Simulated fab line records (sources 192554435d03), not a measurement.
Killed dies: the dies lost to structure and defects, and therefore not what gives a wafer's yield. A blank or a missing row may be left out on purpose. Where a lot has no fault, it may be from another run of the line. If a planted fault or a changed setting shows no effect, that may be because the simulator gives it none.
What tool caused it?    flow n5_finfet    9 lots with 27 wafers sampled at 8 steps, on a route of 1938 steps

WHAT THE GAUGES SHOWED, per wafer
N5_BEOL_M3_THK_MEAS_53: measures by xrf. Usual: M3_THK 40.7 nm, standard deviation 2.1.
lot   measured      on             M3_THK (nm)        flag
L225  day 7 11:46   film_metro-01  35.9 41.6 37.9     
L227  day 7 21:19   film_metro-01  40.2 39.3 40.7     
L231  day 9 06:32   film_metro-01  39.6 38.9 42.0     
L235  day 9 22:19   film_metro-01  304.9 303.3 304.8  OFF
L234  day 9 22:44   film_metro-01  301.5 308.5 302.4  OFF
L236  day 10 07:43  film_metro-01  43.2 41.0 40.6     
L238  day 10 18:10  film_metro-01  40.1 40.1 42.4     
L246  day 12 21:02  film_metro-01  38.6 44.9 39.6     
L247  day 13 00:38  film_metro-01  37.3 36.8 40.1     

N5_BEOL_M3_RS_MEAS_58: a four-point-probe measurement. Usual: M3_RS 0.66 ohm/sq, standard deviation 0.044.
lot   measured      on             M3_RS (ohm/sq)  flag
L225  day 7 12:11   film_metro-01  0.77 0.64 0.72  
L227  day 7 21:35   film_metro-01  0.67 0.68 0.66  
L231  day 9 06:49   film_metro-01  0.69 0.71 0.64  
L235  day 9 22:35   film_metro-01  0.06 0.06 0.06  OFF
L234  day 9 23:00   film_metro-01  0.06 0.06 0.06  OFF
L236  day 10 07:59  film_metro-01  0.60 0.65 0.65  
L238  day 10 18:27  film_metro-01  0.68 0.68 0.63  
L246  day 12 21:17  film_metro-01  0.71 0.59 0.69  
L247  day 13 00:53  film_metro-01  0.75 0.76 0.68  

N5_BEOL_M3_INSPECT_59: inspects for defects (darkfield). Usual: raw_defect_count 65, standard deviation 20.
lot   measured      on                 raw_defect_count  flag
L225  day 7 12:12   defect_inspect-02  32 42 76          
L227  day 7 21:37   defect_inspect-02  53 74 95          
L231  day 9 06:50   defect_inspect-01  61 95 128         
L235  day 9 22:37   defect_inspect-01  5013 5204 5144    OFF
L234  day 9 23:02   defect_inspect-02  5162 5192 5132    OFF
L236  day 10 08:00  defect_inspect-02  45 60 51          
L238  day 10 18:29  defect_inspect-02  60 46 87          
L246  day 12 21:19  defect_inspect-02  58 118 109        
L247  day 13 00:55  defect_inspect-02  59 83 42          

N5_BEOL_M4_RC_MEAS_101. Usual: DIBL_N 36.8 mV/V, standard deviation 2.2; DIBL_P 37.1 mV/V, standard deviation 2.8; IOFF_N 0.17 nA/um, standard deviation 0.04; IOFF_P 0.22 nA/um, standard deviation 0.049; ION_N 672 uA/um, standard deviation 16; ION_P 460 uA/um, standard deviation 9.2; SS_N 71.6 mV/dec, standard deviation 0.69; SS_P 73.5 mV/dec, standard deviation 0.78; VT_N 249 mV, standard deviation 3.6; VT_P -250 mV, standard deviation 3.9.
lot   measured      on         DIBL_N (mV/V)   DIBL_P (mV/V)   IOFF_N (nA/um)  IOFF_P (nA/um)  ION_N (uA/um)  ION_P (uA/um)  SS_N (mV/dec)   SS_P (mV/dec)   VT_N (mV)    VT_P (mV)       flag
L225  day 7 22:00   prober-02  33.5 36.9 35.6  34.2 39.3 37.0  0.13 0.18 0.17  0.17 0.26 0.23  640 683 674    445 475 460    71.0 71.3 71.7  72.6 73.9 73.7  253 251 250  -250 -248 -248  
L227  day 8 07:02   prober-01  38.2 34.5 37.9  40.1 34.8 39.2  0.21 0.14 0.23  0.22 0.16 0.23  699 670 703    462 454 472    72.3 70.7 72.0  73.7 73.0 73.6  245 252 246  -251 -253 -250  
L231  day 9 15:49   prober-02  39.7 41.1 41.0  40.3 40.2 41.1  0.22 0.22 0.23  0.27 0.25 0.27  696 664 691    471 456 469    72.1 71.5 72.2  74.9 73.9 74.3  244 246 244  -250 -250 -247  
L236  day 10 19:25  prober-02  36.0 38.7 38.1  35.3 39.5 38.7  0.16 0.22 0.21  0.18 0.26 0.25  662 697 681    443 474 458    71.3 72.4 71.9  72.8 75.4 74.5  249 243 244  -253 -246 -249  
L238  day 11 14:58  prober-01  37.3 34.7 36.9  36.9 34.5 37.7  0.17 0.13 0.17  0.24 0.22 0.27  691 666 687    473 471 484    71.6 71.1 71.4  73.0 72.8 72.6  249 249 248  -243 -247 -244  
L246  day 13 15:09  prober-02  34.2 34.4 36.8  34.1 35.3 37.6  0.13 0.13 0.17  0.16 0.18 0.21  643 671 685    441 459 456    72.1 71.4 72.5  72.9 73.7 74.1  254 253 248  -256 -255 -252  
L247  day 13 16:32  prober-01  37.5 37.0 37.4  38.1 37.6 38.8  0.20 0.18 0.21  0.27 0.27 0.29  678 678 691    460 468 465    72.5 71.6 72.0  73.3 73.6 72.6  244 248 245  -244 -244 -242  

TOOL THAT RAN EACH LOT (tool first, then ch and the chambers of the sampled wafers, then the start)
lot   N5_BEOL_M3_SPUTTER_81         N5_BEOL_M3_SPUTTER_86         N5_BEOL_M3_SPUTTER_96         N5_BEOL_M3_CMP_52
L225  pvd_sputter-01, day 7 09:32   pvd_sputter-01, day 7 09:46   pvd_sputter-01, day 7 10:58   cmp-03 ch 0,1,2, day 7 11:31
L227  pvd_sputter-03, day 7 19:13   pvd_sputter-03, day 7 19:26   pvd_sputter-03, day 7 20:32   cmp-04 ch 0,3, day 7 21:04
L231  pvd_sputter-03, day 9 04:12   pvd_sputter-03, day 9 04:25   pvd_sputter-03, day 9 05:31   cmp-04 ch 2,3, day 9 06:17
L235  pvd_sputter-03, day 9 20:13   pvd_sputter-03, day 9 20:26   pvd_sputter-03, day 9 21:32   cmp-01 ch 1,2, day 9 22:01
L234  pvd_sputter-02, day 9 20:27   pvd_sputter-02, day 9 20:40   pvd_sputter-02, day 9 21:46   cmp-03 ch 0,2,3, day 9 22:29
L236  pvd_sputter-03, day 10 03:54  pvd_sputter-03, day 10 04:07  pvd_sputter-03, day 10 06:52  cmp-01 ch 0,2,3, day 10 07:30
L238  pvd_sputter-02, day 10 15:56  pvd_sputter-02, day 10 16:09  pvd_sputter-02, day 10 17:15  cmp-03 ch 0,1,2, day 10 17:55
L246  pvd_sputter-03, day 12 18:55  pvd_sputter-03, day 12 19:08  pvd_sputter-03, day 12 20:14  cmp-04 ch 1,2,3, day 12 20:49
L247  pvd_sputter-02, day 12 22:26  pvd_sputter-02, day 12 22:40  pvd_sputter-02, day 12 23:46  cmp-03 ch 2,3, day 13 00:22
- N5_BEOL_M3_SPUTTER_81: material Cu, target thk 4.5 nm, time 8.29 s.
- N5_BEOL_M3_SPUTTER_86: material Cu, target thk 4.5 nm, time 8.29 s.
- N5_BEOL_M3_SPUTTER_96: material Cu, target thk 4.5 nm, time 8.29 s.
- N5_BEOL_M3_CMP_52: polishes, stops on SiOC, t overpolish 6.8 s, target thk 40 nm.

AS READ BY THE TOOLS THEMSELVES (means over the sampled wafers that have a number; for cases with no such wafer, the mark the record gives instead)
N5_BEOL_M3_SPUTTER_81. Usual: chuck_gas_flow_sccm 1.26 sccm, standard deviation 0.055; throttle_valve_pct 30.0 %, standard deviation 0.95.
lot   tool            chuck_gas_flow_sccm (sccm)  throttle_valve_pct (%)  flag
L225  pvd_sputter-01  1.26                        30.3                    
L227  pvd_sputter-03  1.22                        29.6                    
L231  pvd_sputter-03  1.23                        29.6                    
L235  pvd_sputter-03  1.23                        29.8                    
L234  pvd_sputter-02  1.26                        30.6                    
L236  pvd_sputter-03  1.21                        30.1                    
L238  pvd_sputter-02  1.31                        31.1                    
L246  pvd_sputter-03  1.28                        29.4                    
L247  pvd_sputter-02  1.28                        30.2                    

N5_BEOL_M3_SPUTTER_86. Usual: chuck_gas_flow_sccm 1.26 sccm, standard deviation 0.061; throttle_valve_pct 30.1 %, standard deviation 0.96.
lot   tool            chuck_gas_flow_sccm (sccm)  throttle_valve_pct (%)  flag
L225  pvd_sputter-01  1.28                        30.4                    
L227  pvd_sputter-03  1.21                        29.5                    
L231  pvd_sputter-03  1.28                        29.6                    
L235  pvd_sputter-03  1.24                        30.0                    
L234  pvd_sputter-02  1.30                        30.5                    
L236  pvd_sputter-03  1.26                        30.2                    
L238  pvd_sputter-02  1.27                        31.1                    
L246  pvd_sputter-03  1.28                        29.4                    
L247  pvd_sputter-02  1.34                        30.3                    

N5_BEOL_M3_SPUTTER_96. Usual: chuck_gas_flow_sccm 1.26 sccm, standard deviation 0.058; throttle_valve_pct 30.1 %, standard deviation 0.97.
lot   tool            chuck_gas_flow_sccm (sccm)  throttle_valve_pct (%)  flag
L225  pvd_sputter-01  1.23                        30.5                    
L227  pvd_sputter-03  1.28                        29.6                    
L231  pvd_sputter-03  1.30                        29.5                    
L235  pvd_sputter-03  1.22                        29.9                    
L234  pvd_sputter-02  1.30                        30.7                    
L236  pvd_sputter-03  1.21                        30.1                    
L238  pvd_sputter-02  1.30                        31.2                    
L246  pvd_sputter-03  1.28                        29.4                    
L247  pvd_sputter-02  1.24                        30.1                    

N5_BEOL_M3_CMP_52. Usual: barrier_field_endpoint_s 24.8 s, standard deviation 0.98; clearing_platen_down_force_psi 1.5002 psi, standard deviation 0.003; motor_current_A 6.2 A, standard deviation 0.53; overpolish_run_s 6.800 s, standard deviation 0.011; platen_rpm 50.00 rpm, standard deviation 0.036; time_to_endpoint_s 64 s, standard deviation 5.5.
lot   tool    barrier_field_endpoint_s (s)  clearing_platen_down_force_psi (psi)  motor_current_A (A)  overpolish_run_s (s)  platen_rpm (rpm)  time_to_endpoint_s (s)  flag
L225  cmp-03  24.6                          1.4999                                6.4                  6.798                 50.02             62                      
L227  cmp-04  24.0                          1.4991                                5.9                  6.818                 50.06             62                      
L231  cmp-04  24.2                          1.4998                                6.5                  6.803                 49.99             59                      
L235  cmp-01  -                             -                                     -                    -                     -                 -                       OFF
L234  cmp-03  -                             -                                     -                    -                     -                 -                       OFF
L236  cmp-01  25.6                          1.4992                                5.9                  6.792                 49.99             67                      
L238  cmp-03  23.7                          1.5016                                6.1                  6.801                 50.03             61                      
L246  cmp-04  24.4                          1.5000                                6.3                  6.790                 50.00             64                      
L247  cmp-03  23.8                          1.5015                                5.8                  6.801                 50.00             59                      

THE ANSWER, worked out from the rows above alone
Rule: lot off if the mean of its wafers having a number is beyond 3 standard deviations from the usual mean. A lot without any number at a reading at which 4 lots or more have one is off too. Where the step has rows for the other lots, those lots are counted as sound. Order of review: gauges by route order, followed by the tools' own readings, for which a lot's mean as printed above is used. At the first step where some lot is off, the reading lying furthest off is the one used; lots without a number count as furthest.
Off: L235, L234, at N5_BEOL_M3_THK_MEAS_53 (M3_THK).
A tool fits if, at a process step before that reading, it ran every lot that is off, and no sound lot after the first of them. Not tried: the gauges at N5_BEOL_M3_THK_MEAS_53; whatever is off there is also off at N5_BEOL_M3_INSPECT_59, on other tools, and gauge error can't account for it. None of those tried fits.

WHAT WAS PUT IN BY THE SIMULATOR
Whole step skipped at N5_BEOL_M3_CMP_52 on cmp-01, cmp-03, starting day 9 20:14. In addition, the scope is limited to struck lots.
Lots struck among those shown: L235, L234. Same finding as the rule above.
